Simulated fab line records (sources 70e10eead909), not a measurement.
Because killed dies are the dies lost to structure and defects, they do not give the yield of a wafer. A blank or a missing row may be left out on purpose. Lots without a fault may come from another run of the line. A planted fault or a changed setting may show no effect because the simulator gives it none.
fab line records / flow nand-harc
record lots=6 wafers=18 last-day=24
route steps=1159 shown P_ZERO_WELL@16
lots untouched by any fault: they come from a run of this same line in which no faults occurred
start-h: the number of hours between the record's first day and the start of the first shown wafer of the lot / wait-h: how many hours have passed since the lot's step before this one / " identical to the entry in the row above / L1.1+2: a single row standing in for several wafers / - no value present, or no start provided / * or withheld: withheld / < > ~ a bound
route shown NAME@n: a module of which the file shows steps, and the number in the route of the first / usual: average and standard deviation across the fault-free wafers / same: alike in all rows / chamber/n: place in a boat / sites: per-site readings / _std_site: standard deviation of those values / _edge_site: the outer-site mean with the inner-site mean subtracted / radius-mm: how far each site lies from the wafer's centre / mask NAME#n: copy n / behind: the most recent tool/chamber to have shaped the wafer / hold: reason for holding the lot/hours on hold/outcome of the hold / device: the n, p or np transistor that did not switch / end of line: tests run on the same wafers once the route is complete / where a step has no rows: the recipe by itself / killed: the dies lost at the first sort to structure and to defects; this is not the yield of the wafer / map: shows each die of a wafer: x if killed, . if not, _ if none is there
set.NAME: the setting the step ran with; set.NAME@STEP: the setting that earlier step ran with / model.NAME: the simulator's own value behind a step, which no gauge read
lots at selected steps of the route; one table per step, one row per wafer
services: the hour from which a tool's chamber was out of use, counted from the record's first day as start-h (under 0 if before that day), plus the number of hours and why
## steps
# step NHARC_P_ZERO_WELL_DESCUM_13
# recipe time-s=3 o2-flow-sccm=200 ar-flow-sccm=0 bias-power-w=0 chemistry=O2
# usual drypump-motor-current-A=5.7/0.34 oes-product-au=1.000/0.0072 rf-vpp-V=57.7/0.87 showerhead-plenum-p-Torr=1.92/0.077 throttle-valve-pct=11.312/0.0092
# same time-s=3
lot.wafer=L123.3 tool=rie-diel-08 chamber=2 start-h=19.40 wait-h=- drypump-motor-current-A=5.8 oes-product-au=1.007 rf-hours-counter-h=2 rf-vpp-V=58.1 showerhead-plenum-p-Torr=2.06 throttle-valve-pct=11.325
lot.wafer=L123.1 tool=rie-diel-08 chamber=1 start-h=19.40 wait-h=- drypump-motor-current-A=5.9 oes-product-au=1.005 rf-hours-counter-h=2 rf-vpp-V=58.1 showerhead-plenum-p-Torr=1.93 throttle-valve-pct=11.317
lot.wafer=L123.5 tool=rie-diel-08 chamber=3 start-h=19.40 wait-h=- drypump-motor-current-A=5.7 oes-product-au=1.012 rf-hours-counter-h=- rf-vpp-V=56.6 showerhead-plenum-p-Torr=1.84 throttle-valve-pct=11.303
lot.wafer=L131.4 tool=rie-diel-13 chamber=3 start-h=67.45 wait-h=- drypump-motor-current-A=5.6 oes-product-au=1.001 rf-hours-counter-h=11 rf-vpp-V=58.1 showerhead-plenum-p-Torr=2.03 throttle-valve-pct=11.319
lot.wafer=L131.3 tool=rie-diel-13 chamber=0 start-h=67.45 wait-h=- drypump-motor-current-A=5.9 oes-product-au=1.003 rf-hours-counter-h=11 rf-vpp-V=59.1 showerhead-plenum-p-Torr=1.85 throttle-valve-pct=11.310
lot.wafer=L131.6 tool=rie-diel-13 chamber=2 start-h=67.45 wait-h=- drypump-motor-current-A=5.1 oes-product-au=1.005 rf-hours-counter-h=- rf-vpp-V=58.1 showerhead-plenum-p-Torr=1.82 throttle-valve-pct=11.314
lot.wafer=L132.1 tool=rie-diel-08 chamber=1 start-h=73.40 wait-h=- drypump-motor-current-A=5.9 oes-product-au=0.992 rf-hours-counter-h=5 rf-vpp-V=57.9 showerhead-plenum-p-Torr=1.93 throttle-valve-pct=11.332
lot.wafer=L132.2 tool=rie-diel-08 chamber=3 start-h=73.40 wait-h=- drypump-motor-current-A=5.7 oes-product-au=1.018 rf-hours-counter-h=6 rf-vpp-V=58.6 showerhead-plenum-p-Torr=1.84 throttle-valve-pct=11.307
lot.wafer=L132.4 tool=rie-diel-08 chamber=0 start-h=73.40 wait-h=- drypump-motor-current-A=5.7 oes-product-au=0.994 rf-hours-counter-h=6 rf-vpp-V=58.4 showerhead-plenum-p-Torr=1.89 throttle-valve-pct=11.314
lot.wafer=L137.2 tool=rie-diel-05 chamber=2 start-h=103.42 wait-h=- drypump-motor-current-A=5.2 oes-product-au=1.006 rf-hours-counter-h=7 rf-vpp-V=56.7 showerhead-plenum-p-Torr=1.84 throttle-valve-pct=11.304
lot.wafer=L137.3 tool=rie-diel-05 chamber=3 start-h=103.42 wait-h=- drypump-motor-current-A=6.4 oes-product-au=1.000 rf-hours-counter-h=6 rf-vpp-V=56.3 showerhead-plenum-p-Torr=1.93 throttle-valve-pct=11.301
lot.wafer=L137.6 tool=rie-diel-05 chamber=0 start-h=103.42 wait-h=- drypump-motor-current-A=6.0 oes-product-au=1.005 rf-hours-counter-h=- rf-vpp-V=57.4 showerhead-plenum-p-Torr=1.97 throttle-valve-pct=11.323
lot.wafer=L140.4 tool=rie-diel-08 chamber=3 start-h=121.26 wait-h=- drypump-motor-current-A=5.7 oes-product-au=0.999 rf-hours-counter-h=10 rf-vpp-V=56.8 showerhead-plenum-p-Torr=1.84 throttle-valve-pct=11.316
lot.wafer=L140.1 tool=rie-diel-08 chamber=0 start-h=121.26 wait-h=- drypump-motor-current-A=5.7 oes-product-au=1.005 rf-hours-counter-h=11 rf-vpp-V=57.9 showerhead-plenum-p-Torr=1.88 throttle-valve-pct=11.294
lot.wafer=L140.5 tool=rie-diel-08 chamber=3 start-h=121.26 wait-h=- drypump-motor-current-A=5.7 oes-product-au=1.006 rf-hours-counter-h=- rf-vpp-V=57.4 showerhead-plenum-p-Torr=1.84 throttle-valve-pct=11.315
lot.wafer=L144.3 tool=rie-diel-05 chamber=3 start-h=145.42 wait-h=- drypump-motor-current-A=6.4 oes-product-au=0.998 rf-hours-counter-h=9 rf-vpp-V=57.3 showerhead-plenum-p-Torr=1.93 throttle-valve-pct=11.291
lot.wafer=L144.1 tool=rie-diel-05 chamber=0 start-h=145.42 wait-h=- drypump-motor-current-A=6.0 oes-product-au=1.000 rf-hours-counter-h=10 rf-vpp-V=58.2 showerhead-plenum-p-Torr=1.96 throttle-valve-pct=11.303
lot.wafer=L144.4 tool=rie-diel-05 chamber=1 start-h=145.42 wait-h=- drypump-motor-current-A=5.8 oes-product-au=0.994 rf-hours-counter-h=10 rf-vpp-V=56.9 showerhead-plenum-p-Torr=1.86 throttle-valve-pct=11.321
# step NHARC_P_ZERO_WELL_ETCH_65
# recipe target-depth-a=800 overetch-a=240 time-s=87.88 ion-energy-ev=200 n2-flow-sccm=150 h2-flow-sccm=150 ar-flow-sccm=0 rf-w=400 bias-w=150 chemistry=N2/H2
# usual drypump-motor-current-A=5.7/0.36 n2-flow-sccm=150.0/0.4 oes-product-au=1.001/0.0082 rf-vpp-V=430.7/2.4 showerhead-plenum-p-Torr=2.04/0.082 throttle-valve-pct=14.171/0.009
# same time-s=87.88
lot.wafer=L123.1 tool=rie-diel-08 chamber=1 start-h=19.50 wait-h=0.1 drypump-motor-current-A=5.9 n2-flow-sccm=149.8 oes-product-au=0.996 rf-hours-counter-h=2 rf-vpp-V=431.8 showerhead-plenum-p-Torr=2.06 throttle-valve-pct=14.160
lot.wafer=L123.3 tool=rie-diel-08 chamber=2 start-h=19.50 wait-h=0.1 drypump-motor-current-A=5.8 n2-flow-sccm=149.6 oes-product-au=0.987 rf-hours-counter-h=2 rf-vpp-V=434.5 showerhead-plenum-p-Torr=2.20 throttle-valve-pct=14.196
lot.wafer=L123.5 tool=rie-diel-08 chamber=3 start-h=19.50 wait-h=0.1 drypump-motor-current-A=5.7 n2-flow-sccm=149.3 oes-product-au=1.002 rf-hours-counter-h=- rf-vpp-V=429.1 showerhead-plenum-p-Torr=1.96 throttle-valve-pct=14.180
lot.wafer=L131.4 tool=rie-diel-13 chamber=3 start-h=67.52 wait-h=0.1 drypump-motor-current-A=5.7 n2-flow-sccm=149.6 oes-product-au=1.005 rf-hours-counter-h=11 rf-vpp-V=434.3 showerhead-plenum-p-Torr=2.17 throttle-valve-pct=14.166
lot.wafer=L131.3 tool=rie-diel-13 chamber=1 start-h=67.52 wait-h=0.1 drypump-motor-current-A=5.4 n2-flow-sccm=149.9 oes-product-au=1.006 rf-hours-counter-h=10 rf-vpp-V=433.4 showerhead-plenum-p-Torr=2.13 throttle-valve-pct=14.166
lot.wafer=L131.6 tool=rie-diel-13 chamber=3 start-h=67.52 wait-h=0.1 drypump-motor-current-A=5.6 n2-flow-sccm=149.3 oes-product-au=1.006 rf-hours-counter-h=- rf-vpp-V=435.0 showerhead-plenum-p-Torr=2.17 throttle-valve-pct=14.164
lot.wafer=L132.4 tool=rie-diel-08 chamber=3 start-h=73.49 wait-h=0.1 drypump-motor-current-A=5.7 n2-flow-sccm=150.0 oes-product-au=1.001 rf-hours-counter-h=6 rf-vpp-V=429.4 showerhead-plenum-p-Torr=1.96 throttle-valve-pct=14.179
lot.wafer=L132.2 tool=rie-diel-08 chamber=0 start-h=73.49 wait-h=0.1 drypump-motor-current-A=5.7 n2-flow-sccm=150.1 oes-product-au=1.000 rf-hours-counter-h=6 rf-vpp-V=430.4 showerhead-plenum-p-Torr=2.01 throttle-valve-pct=14.169
lot.wafer=L132.1 tool=rie-diel-08 chamber=2 start-h=73.49 wait-h=0.1 drypump-motor-current-A=5.8 n2-flow-sccm=150.5 oes-product-au=1.008 rf-hours-counter-h=5 rf-vpp-V=435.2 showerhead-plenum-p-Torr=2.20 throttle-valve-pct=14.160
lot.wafer=L137.2 tool=rie-diel-05 chamber=0 start-h=103.49 wait-h=0.1 drypump-motor-current-A=6.0 n2-flow-sccm=149.6 oes-product-au=0.992 rf-hours-counter-h=7 rf-vpp-V=432.4 showerhead-plenum-p-Torr=2.10 throttle-valve-pct=14.157
lot.wafer=L137.3 tool=rie-diel-05 chamber=2 start-h=103.49 wait-h=0.1 drypump-motor-current-A=5.3 n2-flow-sccm=150.1 oes-product-au=1.010 rf-hours-counter-h=7 rf-vpp-V=427.5 showerhead-plenum-p-Torr=1.96 throttle-valve-pct=14.174
lot.wafer=L137.6 tool=rie-diel-05 chamber=1 start-h=103.49 wait-h=0.1 drypump-motor-current-A=5.8 n2-flow-sccm=149.9 oes-product-au=0.989 rf-hours-counter-h=- rf-vpp-V=429.1 showerhead-plenum-p-Torr=1.98 throttle-valve-pct=14.165
lot.wafer=L140.1 tool=rie-diel-08 chamber=0 start-h=121.35 wait-h=0.1 drypump-motor-current-A=5.7 n2-flow-sccm=150.2 oes-product-au=1.003 rf-hours-counter-h=11 rf-vpp-V=429.9 showerhead-plenum-p-Torr=2.01 throttle-valve-pct=14.168
lot.wafer=L140.4 tool=rie-diel-08 chamber=1 start-h=121.35 wait-h=0.1 drypump-motor-current-A=5.9 n2-flow-sccm=149.9 oes-product-au=1.000 rf-hours-counter-h=10 rf-vpp-V=430.0 showerhead-plenum-p-Torr=2.05 throttle-valve-pct=14.170
lot.wafer=L140.5 tool=rie-diel-08 chamber=1 start-h=121.35 wait-h=0.1 drypump-motor-current-A=5.9 n2-flow-sccm=149.3 oes-product-au=0.992 rf-hours-counter-h=- rf-vpp-V=431.5 showerhead-plenum-p-Torr=2.05 throttle-valve-pct=14.184
lot.wafer=L144.4 tool=rie-diel-05 chamber=2 start-h=145.49 wait-h=0.1 drypump-motor-current-A=5.3 n2-flow-sccm=150.7 oes-product-au=0.990 rf-hours-counter-h=10 rf-vpp-V=427.2 showerhead-plenum-p-Torr=1.96 throttle-valve-pct=14.176
lot.wafer=L144.3 tool=rie-diel-05 chamber=0 start-h=145.49 wait-h=0.1 drypump-motor-current-A=6.0 n2-flow-sccm=150.6 oes-product-au=0.987 rf-hours-counter-h=10 rf-vpp-V=432.6 showerhead-plenum-p-Torr=2.10 throttle-valve-pct=14.172
lot.wafer=L144.1 tool=rie-diel-05 chamber=1 start-h=145.49 wait-h=0.1 drypump-motor-current-A=5.8 n2-flow-sccm=150.1 oes-product-au=0.984 rf-hours-counter-h=10 rf-vpp-V=429.4 showerhead-plenum-p-Torr=1.98 throttle-valve-pct=14.162
# step NHARC_P_ZERO_WELL_ETCH_62
# recipe target-depth-a=130 time-s=6.5 chf3-flow-sccm=50 ar-flow-sccm=200 rf-w=500 bias-w=200 chemistry=CHF3/Ar
# usual drypump-motor-current-A=5.7/0.34 oes-product-au=0.961/0.016 rf-vpp-V=370.8/2.2 showerhead-plenum-p-Torr=2.35/0.091 throttle-valve-pct=20.217/0.0094
# same time-s=6.5
lot.wafer=L123.3 tool=rie-diel-08 chamber=3 start-h=- wait-h=- drypump-motor-current-A=5.7 oes-product-au=0.972 rf-hours-counter-h=3 rf-vpp-V=369.2 showerhead-plenum-p-Torr=2.26 throttle-valve-pct=20.227
lot.wafer=L123.1 tool=rie-diel-08 chamber=1 start-h=- wait-h=- drypump-motor-current-A=5.9 oes-product-au=0.970 rf-hours-counter-h=2 rf-vpp-V=371.1 showerhead-plenum-p-Torr=2.36 throttle-valve-pct=20.221
lot.wafer=L123.5 tool=rie-diel-08 chamber=3 start-h=- wait-h=- drypump-motor-current-A=5.7 oes-product-au=0.976 rf-hours-counter-h=- rf-vpp-V=368.0 showerhead-plenum-p-Torr=2.26 throttle-valve-pct=20.224
lot.wafer=L131.3 tool=rie-diel-13 chamber=2 start-h=- wait-h=- drypump-motor-current-A=5.1 oes-product-au=0.958 rf-hours-counter-h=10 rf-vpp-V=367.4 showerhead-plenum-p-Torr=2.24 throttle-valve-pct=20.219
lot.wafer=L131.4 tool=rie-diel-13 chamber=0 start-h=- wait-h=- drypump-motor-current-A=5.9 oes-product-au=0.976 rf-hours-counter-h=11 rf-vpp-V=369.1 showerhead-plenum-p-Torr=2.27 throttle-valve-pct=20.225
lot.wafer=L131.6 tool=rie-diel-13 chamber=2 start-h=- wait-h=- drypump-motor-current-A=5.1 oes-product-au=0.959 rf-hours-counter-h=- rf-vpp-V=366.9 showerhead-plenum-p-Torr=2.24 throttle-valve-pct=20.216
lot.wafer=L132.1 tool=rie-diel-08 chamber=1 start-h=- wait-h=- drypump-motor-current-A=5.9 oes-product-au=0.962 rf-hours-counter-h=6 rf-vpp-V=371.3 showerhead-plenum-p-Torr=2.36 throttle-valve-pct=20.207
lot.wafer=L132.4 tool=rie-diel-08 chamber=2 start-h=- wait-h=- drypump-motor-current-A=5.8 oes-product-au=0.978 rf-hours-counter-h=5 rf-vpp-V=374.0 showerhead-plenum-p-Torr=2.52 throttle-valve-pct=20.230
lot.wafer=L132.2 tool=rie-diel-08 chamber=3 start-h=- wait-h=- drypump-motor-current-A=5.7 oes-product-au=0.983 rf-hours-counter-h=6 rf-vpp-V=369.6 showerhead-plenum-p-Torr=2.26 throttle-valve-pct=20.204
lot.wafer=L137.3 tool=rie-diel-05 chamber=1 start-h=- wait-h=- drypump-motor-current-A=5.8 oes-product-au=0.950 rf-hours-counter-h=7 rf-vpp-V=369.0 showerhead-plenum-p-Torr=2.28 throttle-valve-pct=20.206
lot.wafer=L137.2 tool=rie-diel-05 chamber=2 start-h=- wait-h=- drypump-motor-current-A=5.2 oes-product-au=0.962 rf-hours-counter-h=7 rf-vpp-V=369.6 showerhead-plenum-p-Torr=2.25 throttle-valve-pct=20.225
lot.wafer=L137.6 tool=rie-diel-05 chamber=1 start-h=- wait-h=- drypump-motor-current-A=5.8 oes-product-au=0.958 rf-hours-counter-h=- rf-vpp-V=368.9 showerhead-plenum-p-Torr=2.28 throttle-valve-pct=20.217
lot.wafer=L140.1 tool=rie-diel-08 chamber=2 start-h=- wait-h=- drypump-motor-current-A=5.8 oes-product-au=0.984 rf-hours-counter-h=9 rf-vpp-V=375.0 showerhead-plenum-p-Torr=2.52 throttle-valve-pct=20.213
lot.wafer=L140.4 tool=rie-diel-08 chamber=3 start-h=- wait-h=- drypump-motor-current-A=5.7 oes-product-au=0.964 rf-hours-counter-h=10 rf-vpp-V=368.4 showerhead-plenum-p-Torr=2.26 throttle-valve-pct=20.226
lot.wafer=L140.5 tool=rie-diel-08 chamber=2 start-h=- wait-h=- drypump-motor-current-A=5.8 oes-product-au=0.976 rf-hours-counter-h=- rf-vpp-V=374.7 showerhead-plenum-p-Torr=2.52 throttle-valve-pct=20.223
lot.wafer=L144.4 tool=rie-diel-05 chamber=1 start-h=- wait-h=- drypump-motor-current-A=5.8 oes-product-au=0.960 rf-hours-counter-h=10 rf-vpp-V=369.6 showerhead-plenum-p-Torr=2.28 throttle-valve-pct=20.220
lot.wafer=L144.1 tool=rie-diel-05 chamber=2 start-h=- wait-h=- drypump-motor-current-A=5.2 oes-product-au=0.948 rf-hours-counter-h=10 rf-vpp-V=368.8 showerhead-plenum-p-Torr=2.25 throttle-valve-pct=20.209
lot.wafer=L144.3 tool=rie-diel-05 chamber=0 start-h=- wait-h=- drypump-motor-current-A=6.0 oes-product-au=0.949 rf-hours-counter-h=10 rf-vpp-V=372.3 showerhead-plenum-p-Torr=2.40 throttle-valve-pct=20.203
# step NHARC_P_ZERO_WELL_ETCH_63
# recipe target-depth-a=1200 time-s=40.1 hbr-flow-sccm=150 cl2-flow-sccm=50 rf-w=400 icp-w=400 bias-w=100 chemistry=HBr/Cl2
# usual drypump-motor-current-A=5.6/0.6 hbr-flow-sccm=150.1/0.46 oes-product-au=1.000/0.0076 throttle-valve-pct=26.406/0.0087
# same time-s=40.1
lot.wafer=L123.1 tool=rie-si-03 chamber=2 start-h=19.67 wait-h=- drypump-motor-current-A=4.8 hbr-flow-sccm=150.4 oes-product-au=0.996 rf-hours-counter-h=0.3 throttle-valve-pct=26.410
lot.wafer=L123.3 tool=rie-si-03 chamber=3 start-h=19.67 wait-h=- drypump-motor-current-A=5.2 hbr-flow-sccm=150.0 oes-product-au=0.989 rf-hours-counter-h=0.2 throttle-valve-pct=26.397
lot.wafer=L123.5 tool=rie-si-03 chamber=1 start-h=19.67 wait-h=- drypump-motor-current-A=5.3 hbr-flow-sccm=149.8 oes-product-au=1.007 rf-hours-counter-h=- throttle-valve-pct=26.410
lot.wafer=L131.3 tool=rie-si-06 chamber=1 start-h=67.71 wait-h=- drypump-motor-current-A=5.9 hbr-flow-sccm=150.0 oes-product-au=1.005 rf-hours-counter-h=0.5 throttle-valve-pct=26.407
lot.wafer=L131.4 tool=rie-si-06 chamber=3 start-h=67.71 wait-h=- drypump-motor-current-A=6.6 hbr-flow-sccm=149.9 oes-product-au=1.002 rf-hours-counter-h=0.6 throttle-valve-pct=26.413
lot.wafer=L131.6 tool=rie-si-06 chamber=0 start-h=67.71 wait-h=- drypump-motor-current-A=5.4 hbr-flow-sccm=150.7 oes-product-au=1.010 rf-hours-counter-h=- throttle-valve-pct=26.402
lot.wafer=L132.1 tool=rie-si-03 chamber=3 start-h=73.67 wait-h=- drypump-motor-current-A=5.2 hbr-flow-sccm=150.1 oes-product-au=0.985 rf-hours-counter-h=0.6 throttle-valve-pct=26.402
lot.wafer=L132.4 tool=rie-si-03 chamber=0 start-h=73.67 wait-h=- drypump-motor-current-A=6.4 hbr-flow-sccm=150.5 oes-product-au=0.997 rf-hours-counter-h=0.6 throttle-valve-pct=26.409
lot.wafer=L132.2 tool=rie-si-03 chamber=1 start-h=73.67 wait-h=- drypump-motor-current-A=5.3 hbr-flow-sccm=149.4 oes-product-au=1.001 rf-hours-counter-h=0.7 throttle-valve-pct=26.422
lot.wafer=L137.2 tool=rie-si-03 chamber=2 start-h=103.66 wait-h=- drypump-motor-current-A=4.8 hbr-flow-sccm=149.9 oes-product-au=1.002 rf-hours-counter-h=1.0 throttle-valve-pct=26.394
lot.wafer=L137.3 tool=rie-si-03 chamber=1 start-h=103.66 wait-h=- drypump-motor-current-A=5.3 hbr-flow-sccm=150.9 oes-product-au=1.005 rf-hours-counter-h=0.9 throttle-valve-pct=26.428
lot.wafer=L137.6 tool=rie-si-03 chamber=3 start-h=103.66 wait-h=- drypump-motor-current-A=5.2 hbr-flow-sccm=150.5 oes-product-au=0.993 rf-hours-counter-h=- throttle-valve-pct=26.415
lot.wafer=L140.4 tool=rie-si-03 chamber=2 start-h=121.55 wait-h=- drypump-motor-current-A=4.7 hbr-flow-sccm=150.1 oes-product-au=0.997 rf-hours-counter-h=1.2 throttle-valve-pct=26.408
lot.wafer=L140.1 tool=rie-si-03 chamber=3 start-h=121.55 wait-h=- drypump-motor-current-A=5.2 hbr-flow-sccm=150.6 oes-product-au=0.993 rf-hours-counter-h=1.1 throttle-valve-pct=26.405
lot.wafer=L140.5 tool=rie-si-03 chamber=1 start-h=121.55 wait-h=- drypump-motor-current-A=5.3 hbr-flow-sccm=150.8 oes-product-au=0.996 rf-hours-counter-h=- throttle-valve-pct=26.406
lot.wafer=L144.1 tool=rie-si-03 chamber=2 start-h=145.67 wait-h=- drypump-motor-current-A=4.8 hbr-flow-sccm=150.0 oes-product-au=1.006 rf-hours-counter-h=1.4 throttle-valve-pct=26.413
lot.wafer=L144.3 tool=rie-si-03 chamber=1 start-h=145.67 wait-h=- drypump-motor-current-A=5.3 hbr-flow-sccm=150.0 oes-product-au=1.004 rf-hours-counter-h=1.4 throttle-valve-pct=26.407
lot.wafer=L144.4 tool=rie-si-03 chamber=2 start-h=145.67 wait-h=- drypump-motor-current-A=4.7 hbr-flow-sccm=149.5 oes-product-au=1.009 rf-hours-counter-h=- throttle-valve-pct=26.398
# step NHARC_P_ZERO_WELL_STRIP_15
# recipe time-s=900 temp-c=130 chemistry=SPM
# step NHARC_P_ZERO_WELL_DEHYDRATE_16
# recipe temp-c=150 time-s=120
# step NHARC_P_ZERO_WELL_HMDS_17
# recipe time-s=30
# step NHARC_P_ZERO_WELL_COAT_18
# recipe spin-rpm=withheld
# step NHARC_P_ZERO_WELL_SOFTBAKE_19
# recipe temp-c=122 time-s=95
# step NHARC_P_ZERO_WELL_EBR_20
# step NHARC_P_ZERO_WELL_EXPOSE_21
# recipe na=0.6 target-cd-nm=720 dose-mj=22.31 mask-id=P_NWELL
# step NHARC_P_ZERO_WELL_PEB_22
# recipe peb-temp-c=118 peb-time-s=85
# step NHARC_P_ZERO_WELL_DEVELOP_23
# recipe time-s=70
# usual chill-plate-temp-C=23.05/0.092 exhaust-pa=45.1/0.85 time-s=70/0
lot.wafer=L123.1 tool=litho-track-02 chamber=0 start-h=20 wait-h=- chill-plate-temp-C=23.02 exhaust-pa=46.3 time-s=70
lot.wafer=L123.3 tool=litho-track-02 chamber=0 start-h=20 wait-h=- chill-plate-temp-C=22.90 exhaust-pa=44.5 time-s=70
lot.wafer=L123.5 tool=litho-track-02 chamber=0 start-h=20 wait-h=- chill-plate-temp-C=23.01 exhaust-pa=44.7 time-s=70
lot.wafer=L131.3 tool=litho-track-07 chamber=- start-h=68 wait-h=- chill-plate-temp-C=- exhaust-pa=- time-s=-
lot.wafer=L131.4 tool=litho-track-07 chamber=- start-h=68 wait-h=- chill-plate-temp-C=- exhaust-pa=- time-s=-
lot.wafer=L131.6 tool=litho-track-07 chamber=- start-h=68 wait-h=- chill-plate-temp-C=- exhaust-pa=- time-s=-
lot.wafer=L132.1 tool=litho-track-07 chamber=- start-h=74 wait-h=- chill-plate-temp-C=- exhaust-pa=- time-s=-
lot.wafer=L132.2 tool=litho-track-07 chamber=- start-h=74 wait-h=- chill-plate-temp-C=- exhaust-pa=- time-s=-
lot.wafer=L132.4 tool=litho-track-07 chamber=- start-h=74 wait-h=- chill-plate-temp-C=- exhaust-pa=- time-s=-
lot.wafer=L137.2 tool=litho-track-07 chamber=0 start-h=104 wait-h=- chill-plate-temp-C=23.11 exhaust-pa=44.3 time-s=70
lot.wafer=L137.3 tool=litho-track-07 chamber=0 start-h=104 wait-h=- chill-plate-temp-C=22.99 exhaust-pa=43.6 time-s=70
lot.wafer=L137.6 tool=litho-track-07 chamber=0 start-h=104 wait-h=- chill-plate-temp-C=22.93 exhaust-pa=45.2 time-s=70
lot.wafer=L140.1 tool=litho-track-05 chamber=0 start-h=122 wait-h=- chill-plate-temp-C=23.02 exhaust-pa=45.1 time-s=70
lot.wafer=L140.4 tool=litho-track-05 chamber=0 start-h=122 wait-h=- chill-plate-temp-C=23.07 exhaust-pa=44.7 time-s=70
lot.wafer=L140.5 tool=litho-track-05 chamber=0 start-h=122 wait-h=- chill-plate-temp-C=23.02 exhaust-pa=45.2 time-s=70
lot.wafer=L144.1 tool=litho-track-02 chamber=0 start-h=146 wait-h=- chill-plate-temp-C=23.24 exhaust-pa=44.4 time-s=70
lot.wafer=L144.3 tool=litho-track-02 chamber=0 start-h=146 wait-h=- chill-plate-temp-C=23.29 exhaust-pa=45.7 time-s=70
lot.wafer=L144.4 tool=litho-track-02 chamber=0 start-h=146 wait-h=- chill-plate-temp-C=23.15 exhaust-pa=45.4 time-s=70
# step NHARC_P_ZERO_WELL_CD_MEAS_24
# recipe target-cd-nm=720 landing-energy-ev=500
# usual cd-nm=719.9/1.2
lot.wafer=L123.1 tool=cd-sem-02 chamber=0 start-h=20.46 wait-h=- cd-nm=721.3
lot.wafer=L123.3 tool=cd-sem-02 chamber=0 start-h=20.46 wait-h=- cd-nm=720.8
lot.wafer=L123.5 tool=cd-sem-02 chamber=0 start-h=20.46 wait-h=- cd-nm=721.3
lot.wafer=L131.3 tool=cd-sem-01 chamber=0 start-h=68.62 wait-h=- cd-nm=720.4
lot.wafer=L131.4 tool=cd-sem-01 chamber=0 start-h=68.62 wait-h=- cd-nm=720.8
lot.wafer=L131.6 tool=cd-sem-01 chamber=0 start-h=68.62 wait-h=- cd-nm=721.7
lot.wafer=L132.1 tool=cd-sem-01 chamber=0 start-h=74.58 wait-h=- cd-nm=719.2
lot.wafer=L132.2 tool=cd-sem-01 chamber=0 start-h=74.58 wait-h=- cd-nm=720.4
lot.wafer=L132.4 tool=cd-sem-01 chamber=0 start-h=74.58 wait-h=- cd-nm=718.6
lot.wafer=L137.2 tool=cd-sem-01 chamber=0 start-h=104.59 wait-h=- cd-nm=719.1
lot.wafer=L137.3 tool=cd-sem-01 chamber=0 start-h=104.59 wait-h=- cd-nm=720.2
lot.wafer=L137.6 tool=cd-sem-01 chamber=0 start-h=104.59 wait-h=- cd-nm=719.1
lot.wafer=L140.1 tool=cd-sem-01 chamber=0 start-h=122.45 wait-h=- cd-nm=720.3
lot.wafer=L140.4 tool=cd-sem-01 chamber=0 start-h=122.45 wait-h=- cd-nm=720.7
lot.wafer=L140.5 tool=cd-sem-01 chamber=0 start-h=122.45 wait-h=- cd-nm=720.2
lot.wafer=L144.1 tool=cd-sem-02 chamber=0 start-h=146.63 wait-h=- cd-nm=721.0
lot.wafer=L144.3 tool=cd-sem-02 chamber=0 start-h=146.63 wait-h=- cd-nm=721.4
lot.wafer=L144.4 tool=cd-sem-02 chamber=0 start-h=146.63 wait-h=- cd-nm=719.4
## services
tool=rie-diel-08 chamber=0 start-h=5.80 hours=- kind=clean
tool=rie-diel-08 chamber=1 start-h=5.80 hours=- kind=clean
tool=rie-diel-08 chamber=2 start-h=5.80 hours=- kind=clean
tool=rie-diel-08 chamber=3 start-h=5.80 hours=- kind=clean
tool=rie-si-06 chamber=- start-h=6.00 hours=9.0 kind=pm
tool=litho-track-07 chamber=- start-h=14.00 hours=7.0 kind=pm
tool=rie-diel-08 chamber=0 start-h=30.30 hours=- kind=clean
tool=rie-diel-08 chamber=1 start-h=30.30 hours=- kind=clean
tool=rie-diel-08 chamber=2 start-h=30.30 hours=- kind=clean
tool=rie-diel-08 chamber=3 start-h=30.30 hours=- kind=clean
tool=rie-diel-08 chamber=0 start-h=54.80 hours=- kind=clean
tool=rie-diel-08 chamber=1 start-h=54.80 hours=- kind=clean
tool=rie-diel-08 chamber=2 start-h=54.80 hours=- kind=clean
tool=rie-diel-08 chamber=3 start-h=54.80 hours=- kind=clean
tool=rie-diel-05 chamber=3 start-h=60.80 hours=5.5 kind=repair
tool=litho-track-05 chamber=- start-h=62.00 hours=7.0 kind=pm
tool=rie-diel-08 chamber=0 start-h=79.32 hours=- kind=clean
tool=rie-diel-08 chamber=1 start-h=79.32 hours=- kind=clean
tool=rie-diel-08 chamber=2 start-h=79.32 hours=- kind=clean
tool=rie-diel-13 chamber=- start-h=99.00 hours=9.0 kind=pm
tool=rie-diel-08 chamber=- start-h=124.80 hours=9.0 kind=pm
tool=rie-diel-13 chamber=3 start-h=129.03 hours=8.8 kind=repair
tool=rie-diel-13 chamber=2 start-h=131.68 hours=11.2 kind=repair
tool=rie-si-03 chamber=0 start-h=144.63 hours=17.3 kind=repair
## key
first-sign step=NHARC_P_ZERO_WELL_DEVELOP_23 reading=tool-record direction=missing
effect none on later readings
met-at NHARC_P_ZERO_WELL_DEVELOP_23
struck-wafers L131.3,L131.4,L131.6,L132.1,L132.2,L132.4
sort-left-out L131.3,L131.4,L131.6,L132.1,L132.2,L132.4
tester-left-out L131,L132
fault kind=skipped-step-whole tool=litho-track-07 chamber=- onset-h=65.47 steps=NHARC_P_ZERO_WELL_DEVELOP_23 scope=struck-lots-only
# tester-left-out: of these lots the tester's yield and bins aren't shown, on N5 and GAA mostly nor the transistor test; their killed dies are dies lost to structure and defects alone, not to doping, threshold or leakage, so they don't give the yield
# sort-left-out: the simulated sort isn't trusted on such a fault, so these wafers' sort isn't shown, and their yield isn't known
